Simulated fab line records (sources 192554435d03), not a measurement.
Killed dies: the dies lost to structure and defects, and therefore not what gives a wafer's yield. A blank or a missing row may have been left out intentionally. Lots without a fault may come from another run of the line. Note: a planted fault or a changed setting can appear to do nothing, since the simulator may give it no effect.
fab line records ; flow n5_finfet
[record] lots = 3; wafers = 8; last_day = 18
route steps=1938 shown BEOL_M13@1684 BEOL_M14@1716 BEOL_M15@1830 PASSIVATION@1936
lots that met no fault: from a run of the same line without faults
start_h: hours from the record's first day to the start of the lot's first wafer shown ; wait_h: time in hours since the lot's previous step ; " same as the row above ; L1.1+2: a row that stands for several wafers ; - no value, or no start given ; * or withheld: withheld ; < > ~ a bound
route shown NAME@n: names a module that has steps shown in the file, with the first one's number in the route ; usual: average and standard deviation across the fault-free wafers ; same: alike in all rows ; chamber/n: place in a boat ; sites: each site's reading ; _std_site: their standard deviation ; _edge_site: mean of outer sites minus mean of inner sites ; radius_mm: for every site, how far away it sits from the centre of the wafer ; mask NAME#n: copy n ; behind: the most recent tool/chamber to have shaped the wafer ; hold: reason for holding the lot/hours on hold/outcome of the hold ; device: names the non-switching transistor (n, p or np) ; end of line: tests of these same wafers at the route's end ; a step with no rows: only its recipe ; killed: at the first sort, the dies lost to defects and structure; wafer yield is something else ; map: shows each die of a wafer: x if killed, . if not, _ if none is there
set.NAME: the setting the step ran with; set.NAME@STEP: the setting that earlier step ran with ; model.NAME: the simulator's own value behind a step, which no gauge read
certain route steps with their lots: each step a table, each wafer a row
services: when a tool's chamber went out of use (start_h, in hours from the record's first day, below 0 if earlier), for how many hours, and the reason
[[steps]]
[step N5_BEOL_M13_SOFTBAKE_23]
[recipe] temp_c = 130; time_s = 60
[step N5_BEOL_M13_EXPOSE_25]
[recipe] mask_id = M13; na = 0.93; source_shape = conventional; sigma_outer = 0.4; polarization = unpolarized; target_cd_nm = 210; dose_mj = 22
[step N5_BEOL_M13_PEB_26]
[recipe] peb_temp_c = 130; peb_time_s = 90
[step N5_BEOL_M13_DEVELOP_27]
[recipe] develop_time_s = 45; rinse_liquid = diw; dry = air_spin; dev_temp_c = 21
[step N5_BEOL_M13_HARDBAKE_32]
[recipe] temp_c = 130; time_s = 120
[step N5_BEOL_M13_DESCUM_33]
[recipe] chemistry = O2; time_s = 7.9; source_power_w = 50; bias_power_w = 20; pressure_mtorr = 20; rf_frequency_hz = 2.712e+07; temp_c = 40; o2_flow_sccm = 225
[step N5_BEOL_M13_ETCH_67]
[recipe] chemistry = CF4; target = SiARC; target_depth_a = 1430; time_s = 238.3; ion_energy_ev = 80; pressure_mtorr = 40; source_w = 545; bias_w = 36; Ar_flow_sccm = 100; cf4_flow_sccm = 100; ends = cleared
[step N5_BEOL_M13_ETCH_68]
[recipe] chemistry = N2/H2; target = SOC; mask_material = SiARC; source_w = 3000; bias_w = 350; temp_c = 40; time_s = 355; ion_energy_ev = 200; pressure_mtorr = 30; n2_flow_sccm = 200; h2_flow_sccm = 200
[step N5_BEOL_M13_STRIP_69]
[recipe] chemistry = N2/H2; temp_c = 40; n2_flow_sccm = 200; h2_flow_sccm = 200; rf_frequency_hz = 6e+07
[step N5_BEOL_M13_TRENCH_ETCH_34]
[recipe] chemistry = C4F8/O2/Ar; target = SiOC; target_depth_a = 4134.7; mask_material = SOC; pressure_mtorr = 30; source_w = 3000; bias_w = 700; Ar_flow_sccm = 400; C4F8_flow_sccm = 15; O2_flow_sccm = 8; he_inner_torr = 15; he_outer_torr = 30; time_s = 162.6; ion_energy_ev = 250
[usual] O2_flow_sccm = 7.999/0.025; drypump_motor_current_A = 5.8/0.53; oes_product_au = 0.78/0.1; rf_vpp_V = 665.2/3; showerhead_plenum_p_Torr = 3.41/0.11; throttle_valve_pct = 24.23/0.25
lot.wafer;tool;chamber;start_h;wait_h;O2_flow_sccm;drypump_motor_current_A;oes_product_au;rf_hours_counter_h;rf_vpp_V;showerhead_plenum_p_Torr;throttle_valve_pct;model.etch.depth_nm
L816.3;rie_diel-04;3;307.07;0.0;7.988;5.7;0.91;24;670.6;3.62;24.29;412.1
L816.4;rie_diel-04;1;307.07;0.0;7.982;6.6;0.74;201;661.1;3.26;24.37;503.1
L831.2;rie_diel-02;2;383.62;0.0;7.996;5.6;0.70;200;664.6;3.39;24.00;411.5
L831.3;rie_diel-02;1;383.62;0.0;8.039;5.9;0.85;73;670.8;3.60;23.96;422.5
L831.4;rie_diel-02;3;383.62;0.0;7.957;4.8;0.69;250;663.4;3.38;24.54;413.4
L834.1;rie_diel-04;1;406.08;0.0;8.023;6.7;0.70;231;661.3;3.25;24.41;410.2
L834.3;rie_diel-04;2;406.08;0.0;7.995;5.5;0.71;237;669.3;3.50;24.26;412
L834.5;rie_diel-04;2;406.08;0.0;8.026;5.5;0.71;-;667.3;3.50;24.28;411.2
[step N5_BEOL_M13_STRIP_70]
[recipe] chemistry = C4F8/O2/Ar; resist = SiARC; rf_frequency_hz = 6e+07
[step N5_BEOL_M13_OCD_MEAS_35]
[usual] trench_depth_nm = 412/5.5
lot.wafer;tool;chamber;start_h;wait_h;trench_depth_nm
L816.3;ocd-02;-;307.24;0.0;413
L816.4;ocd-02;-;307.24;0.0;503
L831.2;ocd-01;-;383.80;0.0;411
L831.3;ocd-01;-;383.80;0.0;423
L831.4;ocd-01;-;383.80;0.0;413
L834.1;ocd-01;-;406.26;0.0;410
L834.3;ocd-01;-;406.26;0.0;412
L834.5;ocd-01;-;406.26;0.0;411
[step N5_BEOL_M13_STRIP_37]
[recipe] chemistry = N2/H2; power_w = 1000; temp_c = 250; h2_frac = 0.65; overash_fraction = 0.3; pressure_mtorr = withheld; n2_flow_sccm = 1750; h2_flow_sccm = 3250
[step N5_BEOL_M13_ETCH_38]
[recipe] chemistry = CF4/N2; target = SiCN; target_depth_a = 675; taper_deg = 2; time_s = 71.9; ion_energy_ev = 150; mask_material = SiO2; pressure_mtorr = 40; source_w = 430; bias_w = 70; Ar_flow_sccm = 100; cf4_flow_sccm = 60; n2_flow_sccm = 60
[step N5_BEOL_M13_PRECLEAN_39]
[recipe] chemistry = residue_remover; time_s = 60; temp_c = 40
[step N5_BEOL_M13_SRD_40]
[recipe] time_s = 30; temp_c = 23; rinse_liquid = diw; dry = n2_spin; spin_rpm = 1500; dry_time_s = 30
[step N5_BEOL_M13_DEGAS_41]
[recipe] ambient = vacuum; temp_c = 250; time_s = 60
[step N5_BEOL_M13_PRE_CLEAN_42]
[recipe] gas = H2/He; time_s = 30; temp_c = 250
[step N5_BEOL_M13_SPUTTER_43]
[recipe] material = TaN; target_thk_a = 150; temp_c = 50; bias_v = 168.6; power_w = 15000; chamber_pressure_pa = 0.12; time_s = 24.19
[step N5_BEOL_M13_SPUTTER_44]
[recipe] material = Ta; target_thk_a = 100; temp_c = 50; bias_v = 80; power_w = 15000; chamber_pressure_pa = 0.07; time_s = 16.13
[step N5_BEOL_M13_SPUTTER_45]
[recipe] material = Cu; target_thk_a = 800; temp_c = -20; bias_v = 60; power_w = 26000; chamber_pressure_pa = 0.13; time_s = 13.33
[step N5_BEOL_M13_ECD_47]
[recipe] material = Cu; target_thk_a = 9360
[step N5_BEOL_M13_ANNEAL_48]
[recipe] temp_c = 225; time_s = 90; ambient = N2
[step N5_BEOL_M13_CMP_49]
[recipe] stop_on = SiOC; t_overpolish_s = 17.1; down_force_psi = 1; platen_rpm = 50; clearing_platen_down_force_psi = 1.5; clearing_platen_rpm = 50; post_cmp_clean = cu_alkaline; target_thk_nm = 420; clearing_platen_pad_velocity_m_s = 0.99484; pad_velocity_m_s = 0.99484
[usual] barrier_field_endpoint_s = 30.5/0.75; motor_current_A = 6.0/0.88; overpolish_run_s = 17.100/0.0084
lot.wafer;tool;chamber;start_h;wait_h;barrier_field_endpoint_s;motor_current_A;overpolish_run_s;model.Cu_of_BEOL_M13_ECD_47.thk_nm
L816.3;cmp-03;2;312.63;0.2;31.4;4.9;17.082;418
L816.4;cmp-03;0;312.63;0.2;30.9;4.6;17.097;509.8
L831.4;cmp-01;0;385.91;0.1;30.9;4.6;17.091;418.4
L831.2;cmp-01;1;385.91;0.1;30.5;6.0;17.096;417.8
L831.3;cmp-01;2;385.91;0.1;30.5;5.7;17.096;428
L834.3;cmp-01;0;409.34;0.5;30.5;4.8;17.104;418.8
L834.1;cmp-01;1;409.34;0.5;30.9;5.9;17.110;418.4
L834.5;cmp-01;3;409.34;0.5;31.2;6.5;17.103;419
[step N5_BEOL_M13_THK_MEAS_50]
[recipe] thk_meas_gauge = xrf; reads = Cu_of_BEOL_M13_ECD_47
[usual] M13_THK = 426/5.9
lot.wafer;tool;chamber;start_h;wait_h;M13_THK[nm]
L816.3;film_metro-02;-;312.93;-;424
L816.4;film_metro-02;-;312.93;-;515
L831.2;film_metro-01;-;386.21;-;424
L831.3;film_metro-01;-;386.21;-;431
L831.4;film_metro-01;-;386.21;-;424
L834.1;film_metro-01;-;409.56;-;427
L834.3;film_metro-01;-;409.56;-;426
L834.5;film_metro-01;-;409.56;-;427
[step N5_BEOL_M13_PRE_CLEAN_52]
[recipe] gas = NH3; time_s = 15; temp_c = withheld; rf_power_w = 300
[step N5_BEOL_M13_DEP_53]
[recipe] material = SiCN; target_thk_a = 500; temp_c = withheld; precursor = 3MS/NH3; pressure_torr = 3; rf_w = 675; time_s = 17.8
[step N5_BEOL_M13_RS_MEAS_54]
[recipe] thk_meas_gauge = four-point-probe; reads = Cu_of_BEOL_M13_ECD_47+Ta_of_BEOL_M13_SPUTTER_44+TaN_of_BEOL_M13_SPUTTER_43
[usual] M13_RS = 0.0450/0.0006
lot.wafer;tool;chamber;start_h;wait_h;M13_RS[ohm/sq]
L816.3;film_metro-02;-;313.09;0.1;0.0451
L816.4;film_metro-02;-;313.09;0.1;0.0367
L831.2;film_metro-02;-;386.34;0.1;0.0450
L831.3;film_metro-02;-;386.34;0.1;0.0440
L831.4;film_metro-02;-;386.34;0.1;0.0451
L834.1;film_metro-01;-;409.69;0.0;0.0450
L834.3;film_metro-01;-;409.69;0.0;0.0450
L834.5;film_metro-01;-;409.69;0.0;0.0450
[step N5_BEOL_M14_ILD_DEP_00]
[recipe] material = SiO2; target_thk_a = 11193; temp_c = 400; precursor = TEOS/O2; pressure_torr = 6.5; rf_w = 900; teos_flow_sccm = 161.4; gas = O2; flow_sccm = 2650; time_s = 237.4
[step N5_BEOL_M14_COAT_58]
[recipe] resist = BARC; temp_c = 205; time_s = 60; spin_rpm = 1500; resist_thk_nm = 89
[step N5_BEOL_M14_COAT_04]
[recipe] spin_rpm = 1704; resist_thk_nm = 800
[step N5_BEOL_M14_EBR_06]
[recipe] solvent = PGMEA; ebr_width_mm = 1.5
[step N5_BEOL_M14_SOFTBAKE_05]
[recipe] temp_c = 130; time_s = 60
[step N5_BEOL_M14_EXPOSE_07]
[recipe] mask_id = V13; na = 0.8; source_shape = annular; sigma_inner = 0.5; sigma_outer = 0.8; polarization = unpolarized; attpsm_phase_deg = 180; dose_mj = 57
[step N5_BEOL_M14_PEB_08]
[recipe] peb_temp_c = 130; peb_time_s = 90
[step N5_BEOL_M14_DEVELOP_09]
[recipe] develop_time_s = 45; rinse_liquid = diw; dry = air_spin; dev_temp_c = 21
[step N5_BEOL_M14_HARDBAKE_14]
[recipe] temp_c = 130; time_s = 120
[step N5_BEOL_M15_RC_MEAS_101]
[usual] COMB_M10 = 1.5e-11/3.3e-12; COMB_M11 = 1.5e-11/3.1e-12; COMB_M12 = 6.3e-12/1.5e-12; COMB_M14 = 3.5e-12/1.1e-12; COMB_M15 = 2.4e-12/8.5e-13; COMB_M5 = 3.6e-11/6.3e-12; COMB_M5_max_site = 5.2e-11/1.2e-11; COMB_M6 = 2.5e-11/5.3e-12; COMB_M7 = 2.6e-11/4.8e-12; COMB_M8 = 2.5e-11/5.5e-12; COMB_M9 = 1.41e-11/2.5e-12; SERP_M10 = 3.06/0.06; SERP_M11 = 3.06/0.072; SERP_M11_max_site = 3.16/0.077; SERP_M12 = 0.639/0.013; SERP_M13 = 0.310/0.0053; SERP_M13_max_site = 0.313/0.0053; SERP_M14 = 0.1604/0.0028; SERP_M5 = 38.8/1.5; SERP_M5_max_site = 40.5/1.8; SERP_M6 = 13.6/0.43; SERP_M7 = 13.8/0.5; SERP_M8 = 14.0/0.42; SERP_M9 = 3.06/0.069
lot.wafer;tool;chamber;start_h;wait_h;COMB_M10[S/m];COMB_M11[S/m];COMB_M12[S/m];COMB_M14[S/m];COMB_M15[S/m];COMB_M5[S/m];COMB_M5_max_site[S/m];COMB_M6[S/m];COMB_M7[S/m];COMB_M8[S/m];COMB_M9[S/m];SERP_M10[ohm/um];SERP_M11[ohm/um];SERP_M11_max_site[ohm/um];SERP_M12[ohm/um];SERP_M13[ohm/um];SERP_M13_max_site[ohm/um];SERP_M14[ohm/um];SERP_M5[ohm/um];SERP_M5_max_site[ohm/um];SERP_M6[ohm/um];SERP_M7[ohm/um];SERP_M8[ohm/um];SERP_M9[ohm/um]
L816.3;prober-01;0;327.22;0.3;1.3e-11;1.4e-11;7.7e-12;4.5e-12;2.3e-12;3.4e-11;4.7e-11;1.9e-11;2.3e-11;2.4e-11;1.34e-11;3.09;3.09;3.17;0.635;0.308;0.312;0.1569;37.6;39.0;13.8;12.9;13.9;2.95
L816.4;prober-01;0;327.22;0.3;1.3e-11;1.5e-11;5.8e-12;3.8e-12;3.2e-12;3.5e-11;4.9e-11;1.8e-11;2.3e-11;2.4e-11;1.5e-11;3.04;2.96;3.08;0.646;0.248;0.251;0.1580;38.4;40.0;13.4;13.2;13.3;3.14
L831.2;prober-02;0;397.94;0.2;2.4e-11;1.6e-11;6.7e-12;2.1e-12;1.9e-12;2.9e-11;5.8e-11;2.4e-11;3.3e-11;2.1e-11;1.62e-11;3.01;2.87;3.08;0.626;0.313;0.315;0.1591;37.1;38.7;14.0;13.9;13.8;2.95
L831.3;prober-02;0;397.94;0.2;2.2e-11;1.2e-11;6.3e-12;3e-12;1.7e-12;2.4e-11;3.2e-11;2.2e-11;3e-11;2e-11;1.38e-11;3.10;2.95;2.98;0.638;0.304;0.307;0.1570;37.9;39.0;13.6;13.5;14.1;3.07
L831.4;prober-02;0;397.94;0.2;1.3e-11;1.3e-11;8e-12;1.9e-12;1.9e-12;3.1e-11;4.9e-11;1.9e-11;2.4e-11;2.5e-11;1.28e-11;2.98;3.07;3.17;0.641;0.311;0.313;0.1603;36.9;38.3;13.7;13.8;13.9;2.94
L834.1;prober-02;0;425.97;0.0;1.1e-11;9e-12;5e-12;2.1e-12;2.4e-12;3.2e-11;5.1e-11;1.6e-11;2.4e-11;2.5e-11;1.66e-11;3.07;3.09;3.18;0.626;0.312;0.315;0.1609;35.5;38.0;13.4;14.0;14.1;3.13
L834.3;prober-02;0;425.97;0.0;1.3e-11;1.1e-11;4.4e-12;3.4e-12;1.4e-12;3.3e-11;3.8e-11;1.7e-11;2e-11;2.2e-11;1.36e-11;3.09;3.07;3.19;0.652;0.315;0.317;0.1586;37.0;39.0;14.0;14.8;14.3;3.08
L834.5;prober-02;0;425.97;0.0;1.4e-11;1.8e-11;4.1e-12;3.2e-12;1.2e-12;5.1e-11;6.2e-11;1.7e-11;2e-11;2.1e-11;1.43e-11;3.09;2.99;3.20;0.663;0.316;0.319;0.1614;39.2;40.5;13.7;13.5;14.1;3.21
// sites SERP_M13 radius_mm=0,75,75,75,75,140,140,140,140
L816.3 0.307 0.312 0.308 0.308 0.308 0.306 0.308 0.304 0.307
L831.2 0.315 0.312 0.315 0.313 0.311 0.313 0.313 0.311 0.313
L834.1 0.312 0.312 0.313 0.314 0.311 0.315 0.314 0.311 0.311
[step N5_PASSIVATION_PROBE_49]
[usual] defect_limited_yield = 91.1/1.4; killed_at_M0_to_M3 = 33/10; killed_at_M4_up = 15/5.8; killed_at_contacts = 13/5.9; killed_at_front_end = 39/11; killed_at_other = 4/3.6; killed_dies = 105/16; killed_on_rim = 13/3.7; killed_open = 68/11; killed_short = 34/7.8; sort_bin_5_function = 5.2/0.88; sort_bin_6_memory = 3.3/0.61; sort_n_pass = 1075/16; sort_yield_pct = 91.1/1.4
[same] gross_dies = 1180; killed_at_back_side = 0; sort_bin_4_leakage[%] = 0; sort_bin_8_speed[%] = 0
lot.wafer;tool;chamber;start_h;wait_h;defect_limited_yield[%];killed_at_M0_to_M3;killed_at_M4_up;killed_at_contacts;killed_at_front_end;killed_at_other;killed_dies;killed_on_rim;killed_open;killed_short;sort_bin_5_function[%];sort_bin_6_memory[%];sort_n_pass;sort_yield_pct[%]
L816.3;prober-01;-;340.75;0.1;91.3;11;9;18;63;2;103;15;73;27;5.0;3.6;1077;91.3
L816.4;prober-01;-;340.80;0.2;90.7;30;10;15;49;6;110;10;70;38;5.7;3.2;1070;90.7
L831.2;prober-02;-;410.27;0.1;92.5;19;12;14;38;6;89;12;59;29;4.2;2.9;1091;92.5
L831.3;prober-02;-;410.32;0.1;93.4;25;9;8;33;3;78;11;50;28;3.4;3.2;1102;93.4
L831.4;prober-02;-;410.37;0.2;92.3;30;12;6;40;3;91;10;64;26;5.0;2.6;1089;92.3
L834.1;prober-02;-;440.40;0.0;90.3;41;14;6;41;12;114;9;76;38;5.3;4.0;1066;90.3
L834.3;prober-02;-;440.50;0.1;92.7;19;13;7;37;10;86;7;64;21;4.4;2.8;1094;92.7
L834.5;prober-02;-;440.60;0.2;92.7;26;15;6;34;5;86;10;54;31;3.5;3.5;1094;92.7
// killed by level:class
L816.3 STI_FIN_REVEAL:geometric_particle:open=16 MOL_CONTACT_COAG:geometric_particle:open=14 FIN_SAQP:geometric_particle:open=13 FIN_SAQP:geometric_particle:short=7 ILD0:geometric_particle:short=4 ILD0:geometric_particle:open=4 GATE_CUT:geometric_particle:short=4 GATE_CUT:geometric_particle:open=4
L816.4 FIN_SAQP:geometric_particle:open=13 FIN_SAQP:geometric_particle:short=9 MOL_CONTACT_COAG:geometric_particle:open=9 BEOL_M2:geometric_particle:open=7 BEOL_M3:geometric_particle:open=7 STI_FIN_REVEAL:geometric_particle:open=5 DUMMY_GATE:geometric_particle:open=5 MOL_CONTACT_COAG:geometric_particle:short=5
L831.2 DUMMY_GATE:geometric_particle:open=10 MOL_CONTACT_COAG:geometric_particle:open=9 BEOL_M2:geometric_particle:open=7 MOL_CONTACT_COAG:geometric_particle:short=5 BEOL_M0_SAQP:geometric_particle:short=5 GATE_CUT:geometric_particle:open=4 BEOL_M4:geometric_particle:open=4 BEOL_M0_SAQP:geometric_particle:open=4
L831.3 BEOL_M0_SAQP:geometric_particle:short=12 DUMMY_GATE:geometric_particle:open=10 MOL_CONTACT_COAG:geometric_particle:open=7 FIN_SAQP:geometric_particle:open=6 BEOL_M2:geometric_particle:open=4 STI_FIN_REVEAL:geometric_particle:open=3 DUMMY_GATE:geometric_particle:short=3 GATE_CUT:geometric_particle:short=3
L831.4 BEOL_M0_SAQP:geometric_particle:open=8 DUMMY_GATE:geometric_particle:open=7 BEOL_M0_SAQP:geometric_particle:short=7 BEOL_M3:geometric_particle:open=7 MOL_CONTACT_COAG:geometric_particle:open=6 BEOL_M4:geometric_particle:open=6 FIN_SAQP:geometric_particle:short=4 FIN_SAQP:geometric_particle:open=4
L834.1 BEOL_M2:geometric_particle:open=11 FIN_SAQP:geometric_particle:open=8 BEOL_M0_SAQP:geometric_particle:open=7 BEOL_M0_SAQP:geometric_particle:short=7 FIN_SAQP:geometric_particle:short=5 STI_FIN_REVEAL:geometric_particle:open=5 BEOL_M0:geometric_particle:open=5 MOL_CONTACT_COAG:geometric_particle:open=5
L834.3 STI_FIN_REVEAL:geometric_particle:open=16 MOL_CONTACT_COAG:geometric_particle:open=6 BEOL_M1:geometric_particle:open=6 DUMMY_GATE:geometric_particle:open=5 MIM_TOP_ETCH:geometric_particle:short=4 STARTING-WAFER:geometric_particle:open=4 STI_FIN_REVEAL:geometric_particle:short=3 BEOL_M5:geometric_particle:open=3
L834.5 BEOL_M0_SAQP:geometric_particle:short=10 DUMMY_GATE:geometric_particle:open=10 FIN_SAQP:geometric_particle:short=8 BEOL_M4:geometric_particle:open=6 FIN_SAQP:geometric_particle:open=5 MOL_CONTACT_COAG:geometric_particle:open=4 BEOL_M0_SAQP:geometric_particle:open=4 BEOL_M1:geometric_particle:open=4
[[services]]
tool;chamber;start_h;hours;kind
cmp-01;-;291.37;5.3;repair
rie_diel-02;0;303.00;-;clean
rie_diel-02;0;303.00;-;consumable_replace:focus_ring
rie_diel-02;0;303.00;19.1;scheduled_down
rie_diel-02;0;303.00;19.1;vent_cycle
cmp-03;-;309.49;1.3;repair
cmp-01;-;314.33;3.1;pm
cmp-01;-;355.21;1.7;repair
cmp-01;-;357.29;4.0;pm
cmp-01;-;361.29;-;consumable_replace:conditioner
cmp-01;-;361.29;-;consumable_replace:pad
cmp-01;-;382.95;0.2;repair
rie_diel-02;3;398.43;8.6;repair
cmp-01;-;402.67;5.1;pm
rie_diel-04;0;404.99;-;clean
rie_diel-04;0;404.99;-;consumable_replace:focus_ring
rie_diel-04;0;404.99;14.4;scheduled_down
rie_diel-04;0;404.99;14.4;vent_cycle
cmp-03;-;405.07;4.0;pm
rie_diel-02;3;407.07;-;clean
rie_diel-02;3;407.07;-;consumable_replace:focus_ring
rie_diel-02;3;407.07;15.9;scheduled_down
rie_diel-02;3;407.07;15.9;vent_cycle
cmp-03;-;409.07;-;consumable_replace:conditioner
[[key]]
[first_sign] step = N5_BEOL_M13_OCD_MEAS_35; reading = trench_depth_nm; direction = up; sigmas = 17; usual = 412; struck = 503
[effect] step = N5_BEOL_M13_THK_MEAS_50; reading = M13_THK; direction = up; sigmas = 15; usual = 426; struck = 515
[effect] step = N5_BEOL_M13_RS_MEAS_54; reading = M13_RS; direction = down; sigmas = 14; usual = 0.0450; struck = 0.0367
[effect] step = N5_BEOL_M15_RC_MEAS_101; reading = SERP_M13; direction = down; sigmas = 12; usual = 0.310; struck = 0.248
[model_effect] step = N5_BEOL_M13_TRENCH_ETCH_34; value = etch.depth_nm; without = 413.2; struck = 503.1
[model_effect] step = N5_BEOL_M13_CMP_49; value = Cu_of_BEOL_M13_ECD_47.thk_nm; without = 420; struck = 509.8
met_at N5_BEOL_M13_TRENCH_ETCH_34
struck_wafers L816.4
[fault] kind = process_parameter_drift; tool = rie_diel-04; chamber = -; onset_h = 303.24; steps = N5_BEOL_M13_TRENCH_ETCH_34; channel = time_s; offset = *; shape = step; end_h = 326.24; scope = struck_wafers_only; acts_in = *; stated = *
